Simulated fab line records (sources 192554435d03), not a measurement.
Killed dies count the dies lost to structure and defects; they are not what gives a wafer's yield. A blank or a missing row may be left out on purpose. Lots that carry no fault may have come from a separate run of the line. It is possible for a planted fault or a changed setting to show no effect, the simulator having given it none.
A single fault, viewed from 3 desks	flow n5Finfet	each desk has only its own numbers; what lay behind them comes last

## AT THE TOOL OWNER'S DESK: aldMetal-03
The tool's own readings at N5_BEOL_M11_ALD_74 (deposits TaN, target thk 2 nm, pulse time 2 s, purge time 3 s): means of the sampled wafers that have a number, for each lot that ran on this tool. The brackets show how far a lot's mean lies from the usual mean; more than 4 standard deviations puts the lot out of limits, marked OUT.
Columns: A = heaterPowerW at N5_BEOL_M11_ALD_74, usual 401 W; B = precursorVesselTempC at N5_BEOL_M11_ALD_74, usual 74.98 C
lot	first seen here	A	B
L550	day 11 11:00	363	75.00
L556	day 14 06:58	406	75.05
L566	day 18 01:26	372	75.01
L563	day 18 01:42	407	74.96
This desk's finding: nothing out of limits on any of the 4 lots.

## METROLOGY DESK
Lot by lot, what the gauges showed, no matter which tool ran the lot: averages of those sampled wafers that carry a number. The brackets show how far a lot's mean lies from the usual mean; more than 4 standard deviations puts the lot out of limits, marked OUT. 7 of its 26 readings are shown, namely those furthest out on some lot.
Columns: A = etestTempC at N5_BEOL_M15_RC_MEAS_101, usual 25.01 C; B = SERP_M11 at N5_BEOL_M15_RC_MEAS_101, usual 3.08 ohm/um; C = SERP_M11_max_site at N5_BEOL_M15_RC_MEAS_101, usual 3.18 ohm/um; D = SERP_M12 at N5_BEOL_M15_RC_MEAS_101, usual 0.636 ohm/um; E = SERP_M14 at N5_BEOL_M15_RC_MEAS_101, usual 0.161 ohm/um; F = SERP_M7 at N5_BEOL_M15_RC_MEAS_101, usual 13.8 ohm/um; G = SERP_M9 at N5_BEOL_M15_RC_MEAS_101, usual 3.06 ohm/um
lot	first seen here	A	B	C	D	E	F	G
L550	day 12 15:26	24.91	3.02	3.16	0.638	0.164	13.6	2.92
L556	day 15 08:18	25.06	3.04	3.13	0.637	0.156	14.2	3.09
L566	day 19 04:38	24.96	3.28	3.45	0.635	0.162	14.8	3.04
L563	day 19 10:31	25.03	3.24	3.35	0.643	0.159	13.4	3.05
L573	day 20 12:50	25.05	3.00	3.05	0.626	0.163	14.0	3.06
L565	day 21 10:59	25.04	3.11	3.19	0.609	0.163	14.3	3.13
L570	day 21 14:35	24.79	2.98	3.07	0.625	0.159	14.0	3.02
This desk's finding: nothing out of limits on any of the 7 lots.

## THE DEFECT DESK
Lot by lot, what the route's inspections counted, given as the mean of those sampled wafers with a number. The brackets show how far a lot's mean lies from the usual mean; more than 4 standard deviations puts the lot out of limits, marked OUT.
Columns: A = rawDefectCount at N5_BEOL_M11_INSPECT_30, usual 393
lot	first seen here	A
L550	day 11 09:49	370
L556	day 14 05:44	395
L566	day 18 00:01	310
L563	day 18 00:13	390
L573	day 19 04:17	552
L570	day 20 05:02	392
L565	day 20 05:11	327
This desk's finding: nothing out of limits on any of the 7 lots.

## TAKEN TOGETHER
The desk of the tool owner found nothing out of limits.
The metrology desk saw nothing out of limits.
The defect desk saw nothing out of limits.

## WHAT THE SIMULATOR PUT IN
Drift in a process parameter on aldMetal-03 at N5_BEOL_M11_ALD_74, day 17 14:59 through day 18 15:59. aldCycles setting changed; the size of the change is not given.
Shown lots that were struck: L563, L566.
